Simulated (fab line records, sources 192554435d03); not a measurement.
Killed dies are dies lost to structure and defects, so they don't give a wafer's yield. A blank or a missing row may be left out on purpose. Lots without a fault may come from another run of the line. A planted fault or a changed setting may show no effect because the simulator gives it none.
fab line records | flow n5_finfet
record lots=13 wafers=37 last_day=20
route steps=1938 shown BEOL_M9@1455 PASSIVATION@1936
lots that met no fault: from a run of the same line without faults
start_h: hours from the record's first day to the start of the lot's first wafer shown | wait_h: hours since the lot's step before | " the same as in the row above | L1.1+2: a row that stands for several wafers | - no value, or no start given | * or withheld: withheld | < > ~ a bound
route shown NAME@n: a module of which the file shows steps, and the number in the route of the first | usual: mean/standard deviation of fault-free wafers | same: alike in all rows | chamber/n: place in a boat | sites: the reading at each site | _std_site: their standard deviation | _edge_site: outer sites' mean less inner sites' | radius_mm: how far each site lies from the wafer's centre | mask NAME#n: copy n | behind: the tool/chamber that last shaped the wafer | hold: why the lot was held/for how many hours/how that ended | device: the transistor (n, p or np) that didn't switch | end of line: the same wafers' tests at the end of the route | a step without rows: its recipe alone | killed: dies lost to structure and defects at the first sort, not the wafer's yield | map: a wafer's dies, x killed, . not, _ none there
set.NAME: the setting as run; set.NAME@STEP: as run at that earlier step | model.NAME: the simulator's own value behind a step, which no gauge read
steps of the route over a sample of lots; a table a step, a row a wafer
services: from which hour (start_h, from the record's first day; less than 0 if before it) a tool's chamber was out of use, for how many hours, and why
## steps
# step N5_BEOL_M9_CURE_72
# recipe temp_c=370 time_s=120 ambient=DMADMS/He material=SiCOH_lowk
# usual lamp_power_pct=52.32/0.055 wafer_temp_C_max=371.6/0.55
# columns lot.wafer tool chamber start_h wait_h lamp_power_pct wafer_temp_C_max
L345.1 uv_cure-01 2 238.47 0.0 52.28 371.7
L345.3 " 2 " " 52.26 371.2
L345.5 " 2 " " 52.33 371.5
L350.1 uv_cure-01 2 245.40 0.0 52.36 371.3
L350.3 " 2 " " 52.20 371.4
L350.5 " 2 " " 52.33 371.0
L347.1 uv_cure-03 2 246.24 0.0 52.28 372.5
L347.2 " 2 " " 52.40 372.2
L347.4 " 2 " " 52.30 371.5
L346.2 uv_cure-03 0 248.00 0.2 52.39 371.3
L346.3 " 0 " " 52.38 371.7
L346.6 " 0 " " 52.23 371.6
L352.2 uv_cure-03 1 274.37 0.1 52.33 370.9
L352.5 " 1 " " 52.36 371.0
L352.6 " 1 " " 52.28 370.7
L353.2 uv_cure-02 2 296.02 0.1 52.36 371.9
L353.3 " 2 " " 52.25 371.5
L353.5 " 2 " " 52.30 371.8
L357.4 uv_cure-03 1 334.44 0.2 52.32 371.2
L354.3 uv_cure-02 2 347.48 0.1 52.30 372.1
L354.4 " 2 " " 52.38 372.1
L354.5 " 2 " " 52.30 372.2
L359.1 uv_cure-02 2 350.39 0.0 52.30 371.7
L359.2 " 2 " " 52.39 371.8
L359.4 " 2 " " 52.31 372.1
L361.2 uv_cure-01 1 356.53 0.1 52.31 371.0
L361.3 " 1 " " 52.29 371.1
L361.6 " 1 " " 52.38 371.4
L362.1 uv_cure-02 2 384.05 0.0 52.40 371.5
L362.3 " 2 " " 52.33 371.6
L362.6 " 2 " " 52.40 371.7
L366.4 uv_cure-02 2 395.58 0.2 52.33 372.0
L366.5 " 2 " " 52.24 371.4
L366.6 " 2 " " 52.32 371.4
L367.2 uv_cure-01 1 407.45 0.1 52.28 370.6
L367.3 " 1 " " 52.27 371.3
L367.6 " 1 " " 52.36 370.7
# step N5_BEOL_M9_SURFACE_TREAT_79
# recipe gas=Ar time_s=* ion_energy_ev=* ion_current_ma_cm2=0.5 pressure_mtorr=* ar_flow_sccm=30
# usual throttle_valve_pct=*
# columns lot.wafer tool chamber start_h wait_h throttle_valve_pct
L345.1 pvd_sputter-01 - 239.18 0.2 *
L345.3 " - " " *
L345.5 " - " " *
L350.1 pvd_sputter-01 - 246.18 0.2 *
L350.3 " - " " *
L350.5 " - " " *
L347.1 pvd_sputter-01 - 247.02 0.2 *
L347.2 " - " " *
L347.4 " - " " *
L346.2 pvd_sputter-03 - 250.60 0.2 *
L346.3 " - " " *
L346.6 " - " " *
L352.2 pvd_sputter-01 - 275.14 0.2 *
L352.5 " - " " *
L352.6 " - " " *
L353.2 pvd_sputter-01 - 296.82 0.2 *
L353.3 " - " " *
L353.5 " - " " *
L357.4 pvd_sputter-02 - 336.19 0.4 *
L354.3 pvd_sputter-02 - 348.16 0.2 *
L354.4 " - " " *
L354.5 " - " " *
L359.1 pvd_sputter-02 - 351.66 0.2 *
L359.2 " - " " *
L359.4 " - " " *
L361.2 pvd_sputter-01 - 357.55 0.2 *
L361.3 " - " " *
L361.6 " - " " *
L362.1 pvd_sputter-01 - 384.98 0.3 *
L362.3 " - " " *
L362.6 " - " " *
L366.4 pvd_sputter-03 - 396.73 0.0 *
L366.5 " - " " *
L366.6 " - " " *
L367.2 pvd_sputter-01 - 408.44 0.3 *
L367.3 " - " " *
L367.6 " - " " *
# step N5_BEOL_M9_SPUTTER_48
# recipe material=Cu target_thk_a=120 temp_c=-20 bias_v=60 power_w=26000 chamber_pressure_pa=0.13 time_s=2
# usual cathode_dc_power_W=26000/4.8 throttle_valve_pct=30.0/1.3
# columns lot.wafer tool chamber start_h wait_h cathode_dc_power_W throttle_valve_pct
L345.1 pvd_sputter-01 - 239.35 0.1 25998 29.0
L345.3 " - " " 25995 30.0
L345.5 " - " " 26005 27.9
L350.1 pvd_sputter-03 - 246.41 0.1 25995 29.1
L350.3 " - " " 25999 29.0
L350.5 " - " " 26001 31.2
L347.1 pvd_sputter-03 - 247.24 0.1 26004 29.1
L347.2 " - " " 26004 30.9
L347.4 " - " " 26007 29.0
L346.2 pvd_sputter-03 - 250.84 0.1 25998 31.2
L346.3 " - " " 25996 32.4
L346.6 " - " " 26003 31.2
L352.2 pvd_sputter-03 - 275.32 0.1 26009 29.3
L352.5 " - " " 25998 29.2
L352.6 " - " " 25998 29.0
L353.2 pvd_sputter-01 - 297.06 0.1 25990 30.6
L353.3 " - " " 25998 29.2
L353.5 " - " " 26004 30.1
L357.4 pvd_sputter-01 - 336.77 0.3 23739 29.8
L354.3 pvd_sputter-01 - 348.37 0.1 26006 30.3
L354.4 " - " " 25990 28.4
L354.5 " - " " 23737 29.9
L359.1 pvd_sputter-02 - 352.44 0.6 26004 28.6
L359.2 " - " " 26008 30.4
L359.4 " - " " 26004 31.5
L361.2 pvd_sputter-02 - 359.20 1.3 25995 31.4
L361.3 " - " " 26006 30.2
L361.6 " - " " 25999 31.4
L362.1 pvd_sputter-02 - 385.48 0.2 26005 30.1
L362.3 " - " " 25991 28.6
L362.6 " - " " 25992 30.6
L366.4 pvd_sputter-02 - 396.90 0.0 26000 28.4
L366.5 " - " " 26003 31.3
L366.6 " - " " 25999 30.2
L367.2 pvd_sputter-02 - 408.81 0.1 25998 31.0
L367.3 " - " " 26004 30.2
L367.6 " - " " 26001 30.0
# step N5_PASSIVATION_PROBE_49
# usual defect_limited_yield=91.6/1.6 killed_at_M0_to_M3=32/9.7 killed_at_M4_up=13/4.4 killed_at_contacts=12/6.5 killed_at_front_end=38/12 killed_at_other=3.7/3 killed_dies=99/18 killed_open=66/14 killed_short=32/7.5 sort_bin_5_function=4.9/1 sort_bin_6_memory=3.2/0.73 sort_n_pass=1081/18 sort_yield_pct=91.6/1.6
# same gross_dies=1180 killed_at_back_side=0 sort_bin_4_leakage[%]=0 sort_bin_8_speed[%]=0
# columns lot.wafer tool chamber start_h wait_h defect_limited_yield[%] killed_at_M0_to_M3 killed_at_M4_up killed_at_contacts killed_at_front_end killed_at_other killed_dies killed_open killed_short sort_bin_5_function[%] sort_bin_6_memory[%] sort_n_pass sort_yield_pct[%]
L347.1 prober-01 - 299.13 0.0 90.3 39 8 16 48 4 115 85 30 4.7 5.0 1065 90.3
L347.2 prober-01 - 299.18 0.1 89.0 56 13 8 52 1 130 93 37 5.6 4.8 1050 89.0
L347.4 prober-01 - 299.28 0.2 91.4 43 12 9 34 3 101 64 37 4.9 3.4 1079 91.4
L350.1 prober-02 - 302.41 0.0 93.6 26 16 5 27 1 75 47 27 3.7 2.3 1105 93.6
L350.3 prober-02 - 302.51 0.1 92.4 30 22 11 21 6 90 57 33 3.8 3.6 1090 92.4
L350.5 prober-02 - 302.61 0.2 91.2 29 28 16 29 2 104 71 33 5.8 2.8 1076 91.2
L352.2 prober-02 - 329.30 0.1 89.2 51 7 13 57 0 128 78 49 6.4 4.2 1052 89.2
L352.5 prober-02 - 329.45 0.2 91.2 36 5 14 46 3 104 64 40 5.7 2.9 1076 91.2
L352.6 prober-02 - 329.50 0.3 88.1 41 12 24 60 4 141 90 51 8.0 3.8 1039 88.1
L353.2 prober-02 - 353.72 0.1 93.2 32 14 17 14 3 80 63 17 3.8 2.9 1100 93.2
L353.3 prober-02 - 353.77 0.1 90.4 39 13 8 44 9 113 75 36 5.6 3.7 1067 90.4
L353.5 prober-02 - 353.87 0.2 91.7 27 9 9 43 10 98 63 34 4.6 3.3 1082 91.7
L357.4 prober-01 - 390.06 0.2 92.2 43 4 16 23 6 92 71 21 4.2 3.2 1088 92.2
L354.5 prober-02 - 408.51 0.2 94.7 20 11 7 19 6 63 37 23 3.6 1.8 1117 94.7
L361.2 prober-01 - 419.34 0.1 90.0 42 10 10 45 11 118 74 43 5.7 4.1 1062 90.0
L361.3 prober-01 - 419.39 0.1 92.3 30 11 3 45 2 91 51 36 4.7 2.5 1089 92.3
L361.6 prober-01 - 419.54 0.3 91.6 40 12 8 37 2 99 70 29 5.5 2.7 1081 91.6
L362.1 prober-01 - 448.15 0.0 90.3 47 11 15 40 1 114 72 42 5.7 3.7 1066 90.3
L362.3 prober-01 - 448.25 0.1 93.6 25 12 4 34 0 75 52 23 3.5 2.7 1105 93.6
L362.6 prober-01 - 448.40 0.3 89.7 42 25 14 38 2 121 85 36 6.0 3.8 1059 89.7
L366.4 prober-02 - 455.37 0.2 89.6 33 18 9 58 5 123 89 32 6.6 3.4 1057 89.6
L366.5 prober-02 - 455.42 0.2 89.8 30 13 5 68 4 120 80 39 6.4 3.6 1060 89.8
L366.6 prober-02 - 455.47 0.3 90.6 39 4 20 45 3 111 73 38 4.9 4.0 1069 90.6
L367.2 prober-01 - 472.01 0.1 88.5 33 22 6 63 12 136 96 39 6.9 4.2 1044 88.5
L367.3 prober-01 - 472.06 0.1 91.1 36 15 10 36 8 105 68 36 4.5 3.8 1075 91.1
L367.6 prober-01 - 472.21 0.3 90.0 46 17 6 41 8 118 88 30 6.0 3.8 1062 90.0
# killed by level:class
L347.1 MOL_CONTACT_COAG:geometric_particle:open=13 BEOL_M0:geometric_particle:open=10 BEOL_M1:geometric_particle:open=10 FIN_SAQP:geometric_particle:open=8 BEOL_M3:geometric_particle:open=7 GATE_CUT:geometric_particle:short=6 STI_FIN_REVEAL:geometric_particle:open=5 DUMMY_GATE:geometric_particle:open=5
L347.2 STI_FIN_REVEAL:geometric_particle:open=18 BEOL_M0_SAQP:geometric_particle:short=11 BEOL_M3:geometric_particle:open=11 BEOL_M0_SAQP:geometric_particle:open=10 DUMMY_GATE:geometric_particle:open=8 BEOL_M1:geometric_particle:open=8 GATE_CUT:geometric_particle:open=6 FIN_SAQP:geometric_particle:open=5
L347.4 STI_FIN_REVEAL:geometric_particle:open=14 BEOL_M0_SAQP:geometric_particle:short=13 BEOL_M1:geometric_particle:open=11 BEOL_M0_SAQP:geometric_particle:open=8 MOL_CONTACT_COAG:geometric_particle:open=6 DUMMY_GATE:geometric_particle:open=5 BEOL_M4:geometric_particle:open=5 FIN_SAQP:geometric_particle:open=4
L350.1 BEOL_M2:geometric_particle:open=7 FIN_SAQP:geometric_particle:short=7 BEOL_M4:geometric_particle:open=6 MOL_CONTACT_COAG:geometric_particle:open=5 BEOL_M0_SAQP:geometric_particle:open=5 FIN_SAQP:geometric_particle:open=4 BEOL_M3:geometric_particle:open=4 FIN_CUT:geometric_particle:open=3
L350.3 BEOL_M4:geometric_particle:open=11 MOL_CONTACT_COAG:geometric_particle:open=10 BEOL_M2:geometric_particle:open=8 FIN_SAQP:geometric_particle:open=6 FIN_SAQP:geometric_particle:short=6 BEOL_M1:geometric_particle:open=6 BEOL_M0_SAQP:geometric_particle:short=5 BEOL_M4:geometric_particle:short=4
L350.5 BEOL_M4:geometric_particle:open=17 MOL_CONTACT_COAG:geometric_particle:open=9 FIN_SAQP:geometric_particle:short=8 MOL_CONTACT_COAG:geometric_particle:short=7 BEOL_M2:geometric_particle:open=7 BEOL_M5:geometric_particle:open=7 FIN_SAQP:geometric_particle:open=5 BEOL_M0_SAQP:geometric_particle:short=5
L352.2 FIN_SAQP:geometric_particle:open=14 FIN_SAQP:geometric_particle:short=14 BEOL_M0_SAQP:geometric_particle:short=12 MOL_CONTACT_COAG:geometric_particle:open=11 BEOL_M3:geometric_particle:open=10 BEOL_M0_SAQP:geometric_particle:open=9 BEOL_M2:geometric_particle:open=7 BEOL_M1:geometric_particle:open=6
L352.5 FIN_SAQP:geometric_particle:open=12 MOL_CONTACT_COAG:geometric_particle:open=10 BEOL_M1:geometric_particle:open=10 FIN_SAQP:geometric_particle:short=9 STI_FIN_REVEAL:geometric_particle:open=7 BEOL_M0_SAQP:geometric_particle:open=6 DUMMY_GATE:geometric_particle:short=5 BEOL_M1:geometric_particle:short=5
L352.6 FIN_SAQP:geometric_particle:open=23 MOL_CONTACT_COAG:geometric_particle:open=20 BEOL_M0_SAQP:geometric_particle:short=20 FIN_SAQP:geometric_particle:short=10 BEOL_M0_SAQP:geometric_particle:open=9 GATE_CUT:geometric_particle:short=6 BEOL_M3:geometric_particle:open=6 STI_FIN_REVEAL:geometric_particle:open=5
L353.2 MOL_CONTACT_COAG:geometric_particle:open=16 BEOL_M3:geometric_particle:open=10 BEOL_M0_SAQP:geometric_particle:short=8 BEOL_M2:geometric_particle:open=7 BEOL_M0_SAQP:geometric_particle:open=5 BEOL_M7:geometric_particle:open=5 DUMMY_GATE:geometric_particle:open=4 GATE_CUT:geometric_particle:short=4
L353.3 BEOL_M0_SAQP:geometric_particle:open=12 BEOL_M2:geometric_particle:open=9 BEOL_M0_SAQP:geometric_particle:short=8 GATE_CUT:geometric_particle:short=7 MOL_CONTACT_COAG:geometric_particle:open=7 BEOL_M3:geometric_particle:open=6 FIN_SAQP:geometric_particle:short=5 STARTING-WAFER:geometric_particle:short=5
L353.5 STI_FIN_REVEAL:geometric_particle:open=11 MOL_CONTACT_COAG:geometric_particle:open=9 DUMMY_GATE:geometric_particle:open=8 FIN_SAQP:geometric_particle:short=7 BEOL_M2:geometric_particle:open=7 BEOL_M3:geometric_particle:open=5 BEOL_M0_SAQP:geometric_particle:short=4 BEOL_M1:geometric_particle:short=4
L357.4 BEOL_M1:geometric_particle:open=16 MOL_CONTACT_COAG:geometric_particle:open=14 BEOL_M2:geometric_particle:open=7 STI_FIN_REVEAL:geometric_particle:open=7 BEOL_M0_SAQP:geometric_particle:open=6 BEOL_M0_SAQP:geometric_particle:short=5 FIN_SAQP:geometric_particle:open=4 PASS1_CAP:geometric_particle:short=4
L354.5 BEOL_M2:geometric_particle:open=8 STI_FIN_REVEAL:geometric_particle:open=4 MOL_CONTACT_COAG:geometric_particle:open=4 BEOL_M4:geometric_particle:open=4 STARTING-WAFER:geometric_particle:short=4 MOL_CONTACT_COAG:geometric_particle:short=3 BEOL_M0_SAQP:geometric_particle:short=3 MIM_TOP_ETCH:geometric_particle:open=3
L361.2 FIN_SAQP:geometric_particle:short=14 BEOL_M3:geometric_particle:open=12 FIN_SAQP:geometric_particle:open=9 MOL_CONTACT_COAG:geometric_particle:open=8 BEOL_M0_SAQP:geometric_particle:open=8 BEOL_M1:geometric_particle:open=7 PASS1_DEP:geometric_particle:short=6 GATE_CUT:geometric_particle:short=5
L361.3 FIN_SAQP:geometric_particle:open=9 FIN_SAQP:geometric_particle:short=7 BEOL_M0_SAQP:geometric_particle:short=7 STI_FIN_REVEAL:geometric_particle:open=6 GATE_CUT:geometric_particle:short=6 BEOL_M3:geometric_particle:open=5 STARTING-WAFER:geometric_particle:short=5 BEOL_M0:geometric_particle:open=4
L361.6 FIN_SAQP:geometric_particle:short=9 STI_FIN_REVEAL:geometric_particle:open=9 BEOL_M3:geometric_particle:open=9 FIN_SAQP:geometric_particle:open=8 MOL_CONTACT_COAG:geometric_particle:open=8 BEOL_M2:geometric_particle:open=8 BEOL_M0_SAQP:geometric_particle:open=7 BEOL_M4:geometric_particle:open=5
L362.1 BEOL_M0_SAQP:geometric_particle:open=16 BEOL_M0_SAQP:geometric_particle:short=13 MOL_CONTACT_COAG:geometric_particle:open=11 FIN_SAQP:geometric_particle:open=7 STI_FIN_REVEAL:geometric_particle:open=7 DUMMY_GATE:geometric_particle:open=6 GATE_CUT:geometric_particle:short=5 BEOL_M4:geometric_particle:open=5
L362.3 STI_FIN_REVEAL:geometric_particle:open=9 DUMMY_GATE:geometric_particle:open=6 BEOL_M0_SAQP:geometric_particle:short=6 BEOL_M0_SAQP:geometric_particle:open=5 BEOL_M1:geometric_particle:open=5 FIN_SAQP:geometric_particle:open=4 FIN_SAQP:geometric_particle:short=4 GATE_CUT:geometric_particle:short=4
L362.6 MOL_CONTACT_COAG:geometric_particle:open=12 BEOL_M0_SAQP:geometric_particle:short=11 BEOL_M0_SAQP:geometric_particle:open=11 FIN_SAQP:geometric_particle:open=10 BEOL_M1:geometric_particle:open=9 FIN_SAQP:geometric_particle:short=8 BEOL_M4:geometric_particle:open=7 DUMMY_GATE:geometric_particle:open=5
L366.4 FIN_SAQP:geometric_particle:open=14 STI_FIN_REVEAL:geometric_particle:open=12 BEOL_M0:geometric_particle:open=8 BEOL_M1:geometric_particle:open=8 FIN_SAQP:geometric_particle:short=7 MOL_CONTACT_COAG:geometric_particle:open=7 DUMMY_GATE:geometric_particle:open=6 BEOL_M3:geometric_particle:open=6
L366.5 FIN_SAQP:geometric_particle:open=21 STI_FIN_REVEAL:geometric_particle:open=15 FIN_SAQP:geometric_particle:short=14 BEOL_M0_SAQP:geometric_particle:short=7 BEOL_M0_SAQP:geometric_particle:open=6 DUMMY_GATE:geometric_particle:open=6 BEOL_M3:geometric_particle:open=6 BEOL_M5:geometric_particle:open=5
L366.6 MOL_CONTACT_COAG:geometric_particle:open=15 BEOL_M0_SAQP:geometric_particle:open=13 FIN_SAQP:geometric_particle:short=7 FIN_SAQP:geometric_particle:open=7 BEOL_M0_SAQP:geometric_particle:short=7 DUMMY_GATE:geometric_particle:open=6 BEOL_M2:geometric_particle:open=6 STI_FIN_REVEAL:geometric_particle:open=5
L367.2 STI_FIN_REVEAL:geometric_particle:open=17 FIN_SAQP:geometric_particle:open=15 BEOL_M4:geometric_particle:open=13 FIN_SAQP:geometric_particle:short=12 BEOL_M3:geometric_particle:open=12 BEOL_M2:geometric_particle:open=9 BEOL_M1:geometric_particle:open=8 PASS1_DEP:geometric_particle:short=6
L367.3 STI_FIN_REVEAL:geometric_particle:open=12 BEOL_M3:geometric_particle:open=10 BEOL_M4:geometric_particle:open=10 MOL_CONTACT_COAG:geometric_particle:short=7 BEOL_M2:geometric_particle:open=7 FIN_SAQP:geometric_particle:open=6 FIN_SAQP:geometric_particle:short=6 BEOL_M0_SAQP:geometric_particle:short=5
L367.6 BEOL_M3:geometric_particle:open=15 STI_FIN_REVEAL:geometric_particle:open=14 BEOL_M1:geometric_particle:open=12 BEOL_M4:geometric_particle:open=11 FIN_SAQP:geometric_particle:short=9 DUMMY_GATE:geometric_particle:open=8 MOL_CONTACT_COAG:geometric_particle:open=5 FIN_SAQP:geometric_particle:open=4
## services
# columns tool chamber start_h hours kind
uv_cure-02 - 231.71 22.2 pm
uv_cure-03 - 234.91 7.5 pm
pvd_sputter-02 - 265.13 12.8 repair
uv_cure-01 - 273.85 6.0 pm
uv_cure-01 - 279.85 1.0 pm
uv_cure-01 - 294.23 7.5 pm
pvd_sputter-03 - 361.72 2.7 repair
uv_cure-03 - 377.38 2.1 pm
uv_cure-02 - 399.85 1.7 repair
uv_cure-03 - 403.23 0.6 repair
## key
first_sign step=N5_BEOL_M9_SPUTTER_48 reading=cathode_dc_power_W direction=down sigmas=99+ usual=* struck=*
effect none on later readings
met_at N5_BEOL_M9_SPUTTER_48
struck_lots L354,L357
struck_wafers L354.5,L357.4
not_acting_at N5_BEOL_M9_CURE_72,N5_BEOL_M9_SURFACE_TREAT_79
onset_between 297.06 336.77
earlier_fault kind=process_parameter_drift tool=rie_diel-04 chamber=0 onset_h=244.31 steps=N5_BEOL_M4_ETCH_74 channel=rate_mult offset=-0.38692 shape=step
earlier_fault kind=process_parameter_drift tool=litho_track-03 chamber=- onset_h=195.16 steps=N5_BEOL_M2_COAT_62 channel=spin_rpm offset=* shape=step acts_in=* stated=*
fault kind=process_parameter_drift tool=pvd_sputter-01 chamber=- onset_h=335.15 steps=N5_BEOL_M9_SPUTTER_48 channel=power_w offset=* shape=step acts_in=* stated=* scope=struck_wafers_only
